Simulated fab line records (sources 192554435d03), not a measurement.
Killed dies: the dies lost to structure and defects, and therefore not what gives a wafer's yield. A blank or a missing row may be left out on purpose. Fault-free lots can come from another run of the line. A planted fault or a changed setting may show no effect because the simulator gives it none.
2 desks, one fault + flow n5 finfet + numbers are kept per desk, each desk with only its own; the story behind them comes last

== FROM THE METROLOGY DESK ==
What the gauges read for every lot (on any tool): the sampled wafers with a number, averaged. A lot is out of limits, marked OUT, if its mean lies more than 4 standard deviations from the usual mean; the brackets give that distance. Readings shown: 7 of its 10, picked as those furthest out on some lot.
Columns: A = DIBL_N at N5_BEOL_M4_RC_MEAS_101, usual 36.5 mV/V; B = DIBL_P at N5_BEOL_M4_RC_MEAS_101, usual 36.9 mV/V; C = IOFF_N at N5_BEOL_M4_RC_MEAS_101, usual 0.163 nA/um; D = ION_N at N5_BEOL_M4_RC_MEAS_101, usual 673 uA/um; E = ION_P at N5_BEOL_M4_RC_MEAS_101, usual 462 uA/um; F = VT_N at N5_BEOL_M4_RC_MEAS_101, usual 249.8 mV; G = VT_P at N5_BEOL_M4_RC_MEAS_101, usual -250 mV
| lot  | first seen here | A    | B    | C     | D   | E   | F     | G    |
|------|-----------------|------|------|-------|-----|-----|-------|------|
| L339 | day 7 20:49     | 35.9 | 35.7 | 0.153 | 667 | 457 | 251.2 | -254 |
| L344 | day 9 18:32     | 38.0 | 39.1 | 0.177 | 680 | 461 | 248.4 | -251 |
| L346 | day 9 18:59     | 37.2 | 37.1 | 0.172 | 675 | 454 | 247.5 | -252 |
| L354 | day 11 10:32    | 36.7 | 37.5 | 0.178 | 684 | 466 | 246.9 | -249 |
| L352 | day 11 10:47    | 37.9 | 36.2 | 0.165 | 669 | 451 | 249.9 | -254 |
| L355 | day 12 09:04    | 35.7 | 36.0 | 0.154 | 668 | 457 | 249.4 | -250 |
| L358 | day 12 13:56    | 34.0 | 35.4 | 0.128 | 664 | 462 | 254.4 | -253 |
| L357 | day 12 16:38    | 38.2 | 39.5 | 0.173 | 675 | 461 | 250.7 | -251 |
| L361 | day 13 21:52    | 36.6 | 35.5 | 0.142 | 667 | 458 | 252.9 | -250 |
This desk's verdict: no lot among the 9 shows anything out of limits.

== FOR THE TOOL OWNER'S DESK: cmp-04 ==
The tool's own readings at N5_GATE_CUT_CMP_23 (polishes, stops on SiO2, t overpolish 23.4 s, target thk 16 nm): means of the sampled wafers that have a number, for each lot that ran on this tool. A lot is out of limits, marked OUT, if its mean lies more than 4 standard deviations from the usual mean; the brackets give that distance.
Columns: A = motor current A at N5_GATE_CUT_CMP_23, usual 9.0 A; B = overpolish run s at N5_GATE_CUT_CMP_23, usual 23.399 s; C = time to endpoint s at N5_GATE_CUT_CMP_23, usual 19.0 s
| lot  | first seen here | A    | B      | C    |
|------|-----------------|------|--------|------|
| L344 | day 5 22:47     | 9.2  | 23.395 | 19.2 |
| L346 | day 6 10:23     | 8.5  | 23.406 | 19.7 |
| L352 | day 7 19:16     | 9.6  | 23.384 | 14.3 |
| L354 | day 8 08:05     | 10.1 | 23.401 | 14.8 |
| L355 | day 8 13:33     | 10.0 | 23.397 | 18.0 |
This desk's verdict: no lot among the 5 shows anything out of limits.

== TAKEN TOGETHER ==
From the metrology desk's view, nothing was out of limits.
The desk of the tool owner found nothing out of limits.

== WHAT HAD BEEN PUT IN BY THE SIMULATOR ==
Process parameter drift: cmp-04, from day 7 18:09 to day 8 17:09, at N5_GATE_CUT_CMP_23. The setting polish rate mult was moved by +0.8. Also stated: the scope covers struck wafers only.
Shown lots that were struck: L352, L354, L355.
